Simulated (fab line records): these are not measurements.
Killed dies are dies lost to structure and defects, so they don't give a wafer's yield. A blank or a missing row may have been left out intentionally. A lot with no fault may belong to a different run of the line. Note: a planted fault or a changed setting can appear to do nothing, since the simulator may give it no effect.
fab line records | flow n5Finfet
[record] lots = 11 wafers = 33 lastDay = 17
route steps=1938 shown BEOL_M4@1094 BEOL_M5@1112 PASSIVATION@1936
lots that met no fault: taken from a fault-free run of the same line
startH: hours from the record's opening day to when the first of the lot's shown wafers began | waitH: time in hours since the lot's previous step | " same as the row above | L1.1+2: a row that stands for several wafers | - no value present, or no start provided | * or withheld: withheld | < > ~ a bound
route shown NAME@n: names a module that has steps shown in the file, with the first one's number in the route | usual: average and standard deviation across the fault-free wafers | same: alike in all rows | chamber/n: place in a boat | sites: readings site by site | _std_site: standard deviation across them | _edge_site: mean of outer sites minus mean of inner sites | radiusMm: for every site, how far away it sits from the centre of the wafer | mask NAME#n: copy n | behind: the most recent tool/chamber to have shaped the wafer | hold: cause of the lot's hold/its duration in hours/its outcome | device: the transistor (n, p or np) that didn't switch | end of line: the same wafers' tests at the end of the route | step lacking rows: just its recipe | killed: count of dies lost to structure and defects at first sort (not the wafer's yield) | map: dies across one wafer; x = killed, . = not, _ = none there
set.NAME: the run value of the setting; set.NAME@STEP: its run value at that earlier step | model.NAME: the simulator's own value behind a step, which no gauge read
the route's steps for a sample of lots (tables are steps, rows are wafers)
services: a tool's chamber out of use, with start hour (startH, from the record's first day; less than 0 if before it), hours out, and reason
[[steps]]
[step N5_BEOL_M4_SPUTTER_90]
[recipe] material = Cu targetThkA = 45 tempC = -20 chamberPressurePa = 0.07 powerW = withheld timeS = 8.29
[usual] chuckGasFlowSccm = 1.27/0.054 throttleValvePct = 30.2/0.97
[same] timeS = 8.29
// columns lot.wafer tool chamber startH waitH chuckGasFlowSccm throttleValvePct
L146.1 pvdSputter-02 - 179.09 0.1 1.22 28.6
L146.3 " - " " 1.30 29.2
L146.5 " - " " 1.35 28.9
L148.1 pvdSputter-03 - 195.65 0.1 1.20 31.9
L148.3 " - " " 1.34 30.1
L148.5 " - " " 1.23 29.2
L149.2 pvdSputter-01 - 198.14 0.1 1.19 30.8
L149.4 " - " " 1.33 30.1
L149.5 " - " " 1.30 31.9
L151.3 pvdSputter-01 - 203.38 0.1 1.29 32.0
L151.4 " - " " 1.17 30.3
L151.5 " - " " 1.30 31.9
L154.4 pvdSputter-03 - 226.85 0.1 1.35 29.8
L154.5 " - " " 1.26 29.2
L154.6 " - " " 1.14 29.7
L159.1 pvdSputter-01 - 256.11 0.1 1.36 31.9
L159.3 " - " " 1.31 29.5
L159.6 " - " " 1.24 30.2
L160.3 pvdSputter-02 - 259.46 0.1 1.23 29.7
L160.4 " - " " 1.28 29.1
L160.6 " - " " 1.25 29.4
L161.1 pvdSputter-01 - 270.96 0.1 1.23 32.1
L161.2 " - " " 1.24 30.1
L161.6 " - " " 1.31 30.0
L162.1 pvdSputter-03 - 281.26 0.1 1.31 29.5
L162.2 " - " " 1.29 30.1
L162.3 " - " " 1.19 31.8
L167.2 pvdSputter-03 - 296.51 0.1 1.20 30.2
L167.3 " - " " 1.25 31.3
L167.6 " - " " 1.23 29.8
L166.3 pvdSputter-01 - 312.38 0.1 1.25 30.1
L166.4 " - " " 1.27 30.5
L166.6 " - " " 1.25 29.8
[step N5_BEOL_M4_ANNEAL_91]
[recipe] tempC = 400 timeS = 240 ambient = vacuum
[usual] heaterPowerW = 871/63
[same] timeS = 240
// columns lot.wafer tool chamber startH waitH heaterPowerW
L146.1 pvdSputter-02 - 179.17 0.0 873
L146.3 " - " " 909
L146.5 " - " " 880
L148.1 pvdSputter-03 - 195.73 0.0 952
L148.3 " - " " 804
L148.5 " - " " 882
L149.2 pvdSputter-01 - 198.22 0.0 882
L149.4 " - " " 864
L149.5 " - " " 887
L151.3 pvdSputter-01 - 203.46 0.0 842
L151.4 " - " " 904
L151.5 " - " " 858
L154.4 pvdSputter-03 - 226.93 0.0 805
L154.5 " - " " 870
L154.6 " - " " 824
L159.1 pvdSputter-01 - 256.19 0.0 867
L159.3 " - " " 846
L159.6 " - " " 851
L160.3 pvdSputter-02 - 259.54 0.0 1094
L160.4 " - " " 802
L160.6 " - " " 773
L161.1 pvdSputter-01 - 271.04 0.0 863
L161.2 " - " " 827
L161.6 " - " " 857
L162.1 pvdSputter-03 - 281.34 0.0 886
L162.2 " - " " 791
L162.3 " - " " 922
L167.2 pvdSputter-03 - 296.59 0.0 819
L167.3 " - " " 934
L167.6 " - " " 803
L166.3 pvdSputter-01 - 312.46 0.0 850
L166.4 " - " " 885
L166.6 " - " " 862
[step N5_BEOL_M5_ILD_DEP_00]
[recipe] material = SiCOH_lowk targetThkA = 1406.4 tempC = 300 precursor = DEMS/porogen pressureTorr = 5 rfW = 500 timeS = 25.9
[usual] chamberPressureTorr = 5.001/0.01 heaterPowerW = 278/28 showerheadPlenumPTorr = 5.737/0.013 susceptorTempC = 299.98/0.17 throttleValvePct = 14.3/0.8
[same] timeS = 25.9
// columns lot.wafer tool chamber startH waitH chamberPressureTorr heaterPowerW showerheadPlenumPTorr susceptorTempC throttleValvePct
L146.1 pecvd-04 1 181.81 0.8 5.007 288 5.724 299.72 14.6
L146.3 " 1 " " 4.998 287 5.735 299.87 14.8
L146.5 " 2 " " 5.008 250 5.729 300.31 12.4
L148.1 pecvd-02 0 198.40 0.8 5.001 263 5.708 299.81 14.6
L148.3 " 1 " " 5.007 257 5.736 299.98 15.3
L148.5 " 2 " " 5.006 258 5.713 300.01 14.0
L149.2 pecvd-02 1 200.89 0.7 5.009 264 5.744 300.04 15.5
L149.4 " 0 " " 5.008 232 5.723 299.86 15.2
L149.5 " 1 " " 5.004 270 5.742 300.20 15.4
L151.3 pecvd-01 0 206.26 0.5 4.994 275 5.741 299.99 14.1
L151.4 " 2 " " 4.993 290 5.740 300.06 13.8
L151.5 " 0 " " 5.008 273 5.746 299.89 13.9
L154.4 pecvd-02 2 229.59 0.4 4.997 265 5.742 300.23 14.1
L154.5 " 1 " " 4.992 289 5.748 299.96 15.3
L154.6 " 0 " " 5.001 316 5.704 304.80 14.7
L159.1 pecvd-01 1 259.10 0.8 4.994 296 5.734 299.89 15.3
L159.3 " 2 " " 5.002 239 5.746 299.59 14.2
L159.6 " 0 " " 5.004 273 5.752 299.74 14.3
L160.3 pecvd-04 1 262.83 0.5 4.999 337 5.721 300.15 14.6
L160.4 " 2 " " 4.990 255 5.731 300.01 12.9
L160.6 " 0 " " 5.001 265 5.751 300.14 14.6
L161.1 pecvd-01 2 273.68 0.8 5.005 241 5.753 299.86 14.2
L161.2 " 1 " " 4.978 330 5.744 300.17 15.4
L161.6 " 0 " " 5.021 296 5.731 299.90 13.9
L162.1 pecvd-04 2 284.05 0.8 4.978 273 5.731 299.95 12.9
L162.2 " 0 " " 5.012 262 5.741 299.94 14.9
L162.3 " 1 " " 5.009 342 5.726 299.93 14.6
L167.2 pecvd-04 0 299.23 0.7 4.995 262 5.757 300.04 14.9
L167.3 " 1 " " 4.988 288 5.718 300.16 14.9
L167.6 " 1 " " 4.988 290 5.729 299.94 14.9
L166.3 pecvd-04 1 315.10 0.5 5.002 343 5.732 299.91 14.7
L166.4 " 2 " " 5.010 241 5.737 299.70 13.0
L166.6 " 1 " " 4.986 347 5.747 300.03 14.6
[step N5_BEOL_M5_PECVD_70]
[recipe] material = SiO2 targetThkA = 160 tempC = 400 precursor = TEOS/O2 pressureTorr = 5.5 rfW = 450 teosFlowSccm = 53.8 gas = O2 flowSccm = 3000 timeS = 18
[usual] chamberPressureTorr = 5.500/0.012 heaterPowerW = 660/60 showerheadPlenumPTorr = 8.77/0.054 throttleValvePct = 23.4/1.1
[same] timeS = 18
// columns lot.wafer tool chamber startH waitH chamberPressureTorr heaterPowerW showerheadPlenumPTorr throttleValvePct
L146.1 pecvd-04 2 182.46 0.0 5.481 580 8.78 20.6
L146.3 " 1 " " 5.510 772 8.74 23.6
L146.5 " 1 " " 5.503 760 8.74 23.8
L148.1 pecvd-04 0 199.15 0.0 5.516 652 8.82 23.8
L148.3 " 1 " " 5.487 708 8.76 24.0
L148.5 " 0 " " 5.510 651 8.78 23.5
L149.2 pecvd-01 1 201.50 0.0 5.499 765 8.80 24.6
L149.4 " 1 " " 5.502 779 8.80 24.5
L149.5 " 2 " " 5.492 650 8.78 22.8
L151.3 pecvd-02 0 206.87 0.0 5.502 652 8.69 23.7
L151.4 " 0 " " 5.508 650 8.69 23.8
L151.5 " 2 " " 5.499 586 8.71 22.5
L154.4 pecvd-04 0 230.20 0.1 5.512 636 8.81 23.8
L154.5 " 2 " " 5.485 660 8.79 20.6
L154.6 " 1 " " 5.502 789 8.77 23.8
L159.1 pecvd-02 2 259.71 0.0 5.504 644 8.71 22.6
L159.3 " 1 " " 5.501 687 8.81 24.6
L159.6 " 1 " " 5.496 678 8.82 24.7
L160.3 pecvd-04 0 263.49 0.0 5.511 625 8.83 23.8
L160.4 " 0 " " 5.500 620 8.82 24.2
L160.6 " 2 " " 5.496 692 8.76 20.5
L161.1 pecvd-01 0 274.29 0.0 5.492 675 8.84 22.8
L161.2 " 1 " " 5.503 742 8.81 24.6
L161.6 " 0 " " 5.497 668 8.86 22.9
L162.1 pecvd-04 2 284.66 0.0 5.500 633 8.80 20.9
L162.2 " 1 " " 5.503 782 8.76 23.8
L162.3 " 0 " " 5.502 588 8.82 24.1
L167.2 pecvd-01 0 299.84 0.0 5.510 700 8.82 22.8
L167.3 " 0 " " 5.488 703 8.83 22.7
L167.6 " 1 " " 5.498 748 8.80 24.5
L166.3 pecvd-02 1 315.71 0.0 5.508 640 8.84 24.8
L166.4 " 1 " " 5.511 629 8.83 24.7
L166.6 " 2 " " 5.509 658 8.70 23.0
[step N5_PASSIVATION_PROBE_49]
[usual] defectLimitedYield = 91.3/1.4 killed_at_M0_to_M3 = 35/11 killed_at_M4_up = 14/5.4 killedAtContacts = 12/6.2 killedAtFrontEnd = 38/11 killedAtOther = 4.1/2.8 killedDies = 103/17 killedOpen = 66/13 killedShort = 34/8.2 sort_bin_5_function = 5.1/0.89 sort_bin_6_memory = 3.3/0.72 sort_bin_8_speed = 0.00/0.0099 sortNPass = 1077/17 sortYieldPct = 91.3/1.4
[same] grossDies = 1180 killedAtBackSide = 0 sort_bin_4_leakage[%] = 0
// columns lot.wafer tool chamber startH waitH defectLimitedYield[%] killed_at_M0_to_M3 killed_at_M4_up killedAtContacts killedAtFrontEnd killedAtOther killedDies killedOpen killedShort sort_bin_5_function[%] sort_bin_6_memory[%] sort_bin_8_speed[%] sortNPass sortYieldPct[%]
L149.2 prober-02 - 304.26 0.1 89.4 33 21 28 34 9 125 77 42 6.2 3.6 0 1055 89.4
L149.4 prober-02 - 304.36 0.2 90.1 40 14 26 31 6 117 74 38 5.7 4.0 0 1063 90.1
L149.5 prober-02 - 304.41 0.2 90.2 40 9 13 50 4 116 58 55 5.4 3.6 0 1064 90.2
// killed by level:class
L149.2 MOL_CONTACT_COAG:geometricParticle:open=22 BEOL_M4:geometricParticle:short=12 BEOL_M0_SAQP:geometricParticle:open=10 BEOL_M0_SAQP:geometricParticle:short=9 STI_FIN_REVEAL:geometricParticle:open=6 DUMMY_GATE:geometricParticle:open=6 MOL_CONTACT_COAG:geometricParticle:short=5 BEOL_M3:geometricParticle:open=5
L149.4 MOL_CONTACT_COAG:geometricParticle:open=20 BEOL_M0_SAQP:geometricParticle:short=11 BEOL_M1:geometricParticle:open=11 GATE_CUT:geometricParticle:short=8 BEOL_M4:geometricParticle:open=7 BEOL_M0_SAQP:geometricParticle:open=6 FIN_SAQP:geometricParticle:open=5 DUMMY_GATE:geometricParticle:open=5
L149.5 BEOL_M0_SAQP:geometricParticle:short=14 BEOL_M2:geometricParticle:open=12 FIN_SAQP:geometricParticle:short=11 MOL_CONTACT_COAG:geometricParticle:open=11 GATE_CUT:geometricParticle:open=10 GATE_CUT:geometricParticle:short=9 BEOL_M0_SAQP:geometricParticle:open=6 FIN_SAQP:geometricParticle:open=5
[[services]]
// columns tool chamber startH hours kind
pecvd-02 2 156.91 2.1 scheduledDown
pecvd-01 - 166.23 6.0 pm
pecvd-04 0 173.37 10.2 repair
pecvd-01 - 176.61 1.2 repair
pecvd-04 2 190.12 32.7 repair
pecvd-02 2 215.15 5.5 scheduledDown
pecvd-04 - 249.40 0.3 repair
pecvd-04 0 267.41 5.0 scheduledDown
pecvd-02 - 274.24 0.2 repair
pecvd-02 - 274.66 5.5 pm
pecvd-01 1 277.97 7.5 repair
pecvd-04 - 292.55 1.2 repair
pecvd-01 2 297.85 5.0 scheduledDown
[[key]]
[firstSign] step = N5_BEOL_M5_ILD_DEP_00 reading = susceptorTempC direction = up sigmas = 29 usual = * struck = *
effect none on later readings
metAt N5_BEOL_M5_ILD_DEP_00
struckLots L154
struckWafers L154.6
notActingAt N5_BEOL_M4_SPUTTER_90,N5_BEOL_M4_ANNEAL_91,N5_BEOL_M5_PECVD_70
onsetBetween 200.89 229.59
[fault] kind = processParameterDrift tool = pecvd-02 chamber = 0 onsetH = 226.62 steps = N5_BEOL_M5_ILD_DEP_00 channel = tempC offset = * shape = step endH = 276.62 actsIn = * stated = *
